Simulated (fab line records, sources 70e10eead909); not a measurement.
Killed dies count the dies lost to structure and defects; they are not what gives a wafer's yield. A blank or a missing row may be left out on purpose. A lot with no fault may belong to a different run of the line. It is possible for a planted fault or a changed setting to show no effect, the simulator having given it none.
Which tool did it?	flow nandHarc	14 lots with 42 wafers sampled at 4 steps, on a route of 1302 steps

WHAT THE GAUGES SHOWED, per wafer
No reading from a measuring or inspecting step in the record can be judged against a usual standard deviation.

WHICH TOOL RAN EACH LOT (tool, then ch and the chambers of the sampled wafers, then the start)
lot	NHARC_P_M1_ANNEAL_31	NHARC_P_M1_PRE_CLEAN_32	NHARC_P_M2_STRIP_18	NHARC_P_M2_PRE_CLEAN_30
L327	rtpAnneal-02 ch 0, day 6 07:58	pecvd-04 ch 0,1, day 6 08:50	rieDiel-05 ch 0,2,3, day 6 10:44	pvdSputter-02, no start
L328	rtpAnneal-02 ch 0, day 6 22:16	pecvd-01 ch 0,2, day 6 23:08	rieDiel-13 ch 1,2,3, day 7 01:08	pvdSputter-02, no start
L331	rtpAnneal-01 ch 0, day 8 02:41	pecvd-01 ch 0,1, day 8 03:35	rieDiel-03 ch 1,2,3, day 8 05:23	pvdSputter-02, no start
L332	rtpAnneal-02 ch 0, day 8 07:52	pecvd-04 ch 0,1,2, day 8 08:43	rieDiel-03 ch 0,1,3, day 8 10:37	pvdSputter-01, no start
L333	rtpAnneal-02 ch 0, day 8 19:14	pecvd-04 ch 0,2, day 8 20:08	rieDiel-13 ch 1,3, day 8 22:01	pvdSputter-03, no start
L334	rtpAnneal-01 ch 0, day 9 02:59	pecvd-01 ch 0,2, day 9 03:54	rieDiel-03 ch 0,1,2, day 9 05:56	pvdSputter-03, no start
L335	rtpAnneal-01 ch 0, day 9 17:26	pecvd-01 ch 0,1, day 9 18:14	rieDiel-03 ch 0,2,3, day 9 20:07	pvdSputter-01, no start
L336	rtpAnneal-02 ch 0, day 10 01:56	pecvd-01 ch 0,1,2, day 10 02:45	rieDiel-05 ch 0,3, day 10 04:37	pvdSputter-03, no start
L345	rtpAnneal-02 ch 0, day 13 18:29	pecvd-01 ch 1,2, day 13 19:21	rieDiel-05 ch 0,1,3, day 13 21:14	pvdSputter-02, no start
L346	rtpAnneal-02 ch 0, day 14 05:26	pecvd-02 ch 0,1, day 14 06:19	rieDiel-13 ch 0,2,3, day 14 08:13	pvdSputter-01, no start
L347	rtpAnneal-02 ch 0, day 14 12:14	pecvd-02 ch 0,1,2, day 14 13:07	rieDiel-03 ch 0,1,3, day 14 14:55	pvdSputter-01, no start
L348	rtpAnneal-02 ch 0, day 15 00:55	pecvd-04 ch 1,2, day 15 01:47	rieDiel-03 ch 0,1,2, day 15 03:51	pvdSputter-02, no start
L349	rtpAnneal-02 ch 0, day 15 10:41	pecvd-04 ch 0,1,2, day 15 11:36	rieDiel-03 ch 0,2,3, day 15 13:22	pvdSputter-02, no start
L350	rtpAnneal-01 ch 0, day 15 17:43	pecvd-01 ch 1,2, day 15 18:38	rieDiel-13 ch 0,1,2, day 15 20:31	pvdSputter-02, no start
- NHARC_P_M1_ANNEAL_31: time 90 s.
- NHARC_P_M1_PRE_CLEAN_32: time 12 s.
- NHARC_P_M2_STRIP_18: strips in N2/H2.
- NHARC_P_M2_PRE_CLEAN_30: time 30 s.

WHAT THE TOOLS THEMSELVES READ (means of the sampled wafers that have a number; where no wafer has one, the mark that the record gives instead)
NHARC_P_M1_ANNEAL_31. Usual: 226.0 for wafer_temp_C_max, sd 0.34.
lot	tool	wafer_temp_C_max	flag
L327	rtpAnneal-02	225.6	
L328	rtpAnneal-02	226.0	
L331	rtpAnneal-01	226.7	
L332	rtpAnneal-02	225.7	
L333	rtpAnneal-02	226.1	
L334	rtpAnneal-01	226.6	
L335	rtpAnneal-01	226.3	
L336	rtpAnneal-02	225.9	
L345	rtpAnneal-02	225.7	
L346	rtpAnneal-02	225.7	
L347	rtpAnneal-02	225.8	
L348	rtpAnneal-02	225.8	
L349	rtpAnneal-02	225.9	
L350	rtpAnneal-01	226.3	

NHARC_P_M1_PRE_CLEAN_32. Usual: 650 W for heaterPowerW, sd 82.
lot	tool	heaterPowerW (W)	flag
L327	pecvd-04	733	
L328	pecvd-01	654	
L331	pecvd-01	608	
L332	pecvd-04	688	
L333	pecvd-04	728	
L334	pecvd-01	616	
L335	pecvd-01	647	
L336	pecvd-01	600	
L345	pecvd-01	690	
L346	pecvd-02	594	
L347	pecvd-02	654	
L348	pecvd-04	556	
L349	pecvd-04	634	
L350	pecvd-01	699	

NHARC_P_M2_STRIP_18. Usual: chamberPressureMTorr 29.999 mTorr, standard deviation 0.025; drypumpMotorCurrentA 5.8 A, standard deviation 0.41; oesProductAu 0.997 a.u., standard deviation 0.014; rfVppV 90.8 V, standard deviation 1.1; showerheadPlenumPTorr 2.07 Torr, standard deviation 0.085; throttleValvePct 14.171 %, standard deviation 0.0083.
lot	tool	chamberPressureMTorr (mTorr)	drypumpMotorCurrentA (A)	oesProductAu (a.u.)	rfVppV (V)	showerheadPlenumPTorr (Torr)	throttleValvePct (%)	flag
L327	rieDiel-05	30.001	5.9	1.003	91.8	2.17	14.175	
L328	rieDiel-13	29.998	5.7	1.011	90.6	2.04	14.170	
L331	rieDiel-03	29.986	5.9	0.983	91.4	2.06	14.174	
L332	rieDiel-03	29.976	5.6	0.995	90.8	2.07	14.170	
L333	rieDiel-13	29.955	5.8	1.000	89.1	2.01	14.170	
L334	rieDiel-03	30.000	5.9	0.986	90.6	2.10	14.162	
L335	rieDiel-03	29.997	5.6	0.989	91.7	2.11	14.179	
L336	rieDiel-05	29.999	5.5	1.009	91.1	2.16	14.168	
L345	rieDiel-05	-	-	-	-	-	-	OFF
L346	rieDiel-13	-	-	-	-	-	-	OFF
L347	rieDiel-03	30.004	5.6	0.989	90.7	2.07	14.164	
L348	rieDiel-03	29.983	5.9	0.989	90.4	2.10	14.168	
L349	rieDiel-03	30.030	5.6	0.979	91.5	2.11	14.173	
L350	rieDiel-13	30.000	5.8	1.015	91.3	2.05	14.167	

NHARC_P_M2_PRE_CLEAN_30. Usual: 428 W for heaterPowerW, sd 51.
lot	tool	heaterPowerW (W)	flag
L327	pvdSputter-02	393	
L328	pvdSputter-02	444	
L331	pvdSputter-02	455	
L332	pvdSputter-01	422	
L333	pvdSputter-03	452	
L334	pvdSputter-03	432	
L335	pvdSputter-01	397	
L336	pvdSputter-03	424	
L345	pvdSputter-02	497	
L346	pvdSputter-01	422	
L347	pvdSputter-01	396	
L348	pvdSputter-02	407	
L349	pvdSputter-02	441	
L350	pvdSputter-02	450	

THE ANSWER, worked out from the rows above alone
Rule: take the mean of a lot's wafers that have a number; if it is more than 3 standard deviations from the usual mean, the lot is off. Also off: a lot with no number at a reading for which 4 or more lots have one. Where the step has rows for the other lots, those lots are counted as sound. Order of review: gauges by route order, followed by the tools' own readings, for which a lot's mean as printed above is used. The first step at which some lot is off is used, and at that step the reading that is off furthest; a lot without a number counts as furthest.
Off: L345, L346 (NHARC_P_M2_STRIP_18, chamberPressureMTorr). Without a number there: L345, L346.
If a tool, at that step or one of the process steps before it, ran each lot that is off and ran no sound lot following the first of them, it fits. No candidate that was tried fits.

WHAT HAD BEEN PUT IN BY THE SIMULATOR
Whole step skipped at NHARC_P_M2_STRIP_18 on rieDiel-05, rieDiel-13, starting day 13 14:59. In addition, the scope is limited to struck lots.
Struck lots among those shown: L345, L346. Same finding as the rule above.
